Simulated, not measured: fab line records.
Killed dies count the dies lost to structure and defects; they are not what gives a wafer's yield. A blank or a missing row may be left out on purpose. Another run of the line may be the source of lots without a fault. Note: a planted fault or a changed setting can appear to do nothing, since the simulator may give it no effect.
Problem report in the 8D (eight disciplines) form, filled by code / flow nandHarc / the parts of the form that need people (team, actions taken, sign-off) are left out

## 1. WHAT WENT WRONG
killedAtArray at NHARC_END_SORT_01 reads a mean of 611 on 2 wafers of 2 lots; wafers without a fault read 56 with a standard deviation of 19. That puts it +29 standard deviations away from the usual mean.
The first sign was on wafer L939.2 at day 29 10:05, on prober-02. The record has a number at this step for 2 wafers belonging to 2 lots. By rule, "out" or "out of limits" means more than 4 standard deviations away from the usual mean. All remaining wafers that have a number are taken as sound.

## 2. WHAT IT IS; WHAT IT IS NOT
question=which readings at this step; is=killedAtArray, killedDies; is not=killedAtOther, killedAtPeriphery, killedOpen, killedShort
question=which lots; is=L939, L940; is not=-
question=which wafers of those lots; is=all that have a number; is not=-
question=read on which gauges; is=prober-01, prober-02; is not=-
question=when; is=from day 29 10:05; is not=up to then (0 sound wafers)

## 3. SUSPECTS, AND WHAT RULES EACH OUT
Counting: a tool stays on the suspect list if, at a process step up to the reading, it processed all lots that are out and no sound lot following the first of them.
- the gauge at NHARC_END_SORT_01 is ruled out. 2 gauges (prober-01, prober-02) read the wafers that are out.
- rieDiel-03 at NHARC_A_CONTACT_DESCUM_47 (chemistry O2, time 3 s): kept. It ran every lot that is out, first L939 (day 26 06:05), and no sound lot after that.
- rieDiel-03 at NHARC_A_CONTACT_ETCH_48 (etches the open film in CF4, target depth 39 nm, time 65 s): kept. It ran every lot that is out, first L939 (day 26 06:10), and no sound lot after that. On those wafers its own readings are out: oesProductAu.
- rieDiel-03 at NHARC_A_CONTACT_ETCH_49 (etches the open film in N2/H2, target depth 260 nm, time 475.3 s): kept. It ran every lot that is out, first L939 (day 29 10:05), and no sound lot after that. Because NHARC_A_CONTACT_ETCH_49 lacks a start for some lots, the hours and order of its lots are taken from NHARC_END_SORT_01.
The count leaves rieDiel-03 at NHARC_A_CONTACT_DESCUM_47, rieDiel-03 at NHARC_A_CONTACT_ETCH_48, and rieDiel-03 at NHARC_A_CONTACT_ETCH_49.

## 4. THE CAUSE (what the simulator had put in)
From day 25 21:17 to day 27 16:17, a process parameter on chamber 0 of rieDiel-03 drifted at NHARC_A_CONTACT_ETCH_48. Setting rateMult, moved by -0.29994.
After counting, 3 suspects remain, this tool included.

## 5. THE EFFECT CHAIN, in route order
Each row: a reading whose mean over the struck wafers that have a number lies more than 3 standard deviations from the usual. Only readings whose record carries a usual standard deviation are examined. hours: median over the lots of the time between each lot's start at the first step of this table that gives one and its start at this step. sigmas: the change, counted in usual standard deviations.
hours=0; step=NHARC_A_CONTACT_ETCH_48; reading=oesProductAu; usual=1.000 a.u.; on struck wafers=0.810; change=-0.190; sigmas=-17
hours=76; step=NHARC_END_SORT_01; reading=killedAtArray; usual=56; on struck wafers=611; change=+555; sigmas=+29
hours=76; step=NHARC_END_SORT_01; reading=killedDies; usual=60; on struck wafers=616; change=+556; sigmas=+29
The process steps in it:
- NHARC_A_CONTACT_ETCH_48: etches the open film in CF4, target depth 39 nm, time 65 s.

## 6. WHAT WOULD HAVE CAUGHT IT SOONER
In this record the first reading out of limits at a measuring or inspecting step was taken at day 29 10:05, 85 hours after the fault began at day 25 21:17.
The tool's own readings at NHARC_A_CONTACT_ETCH_48 were out on every struck wafer that the step has a row for (oesProductAu): an alarm limit on them would have fired on the first of those.
By day 29 10:05 the whole set of lots that are out, 2 in number, had already begun NHARC_A_CONTACT_ETCH_48 on rieDiel-03. Tool hold at that time: it would have spared none of them.
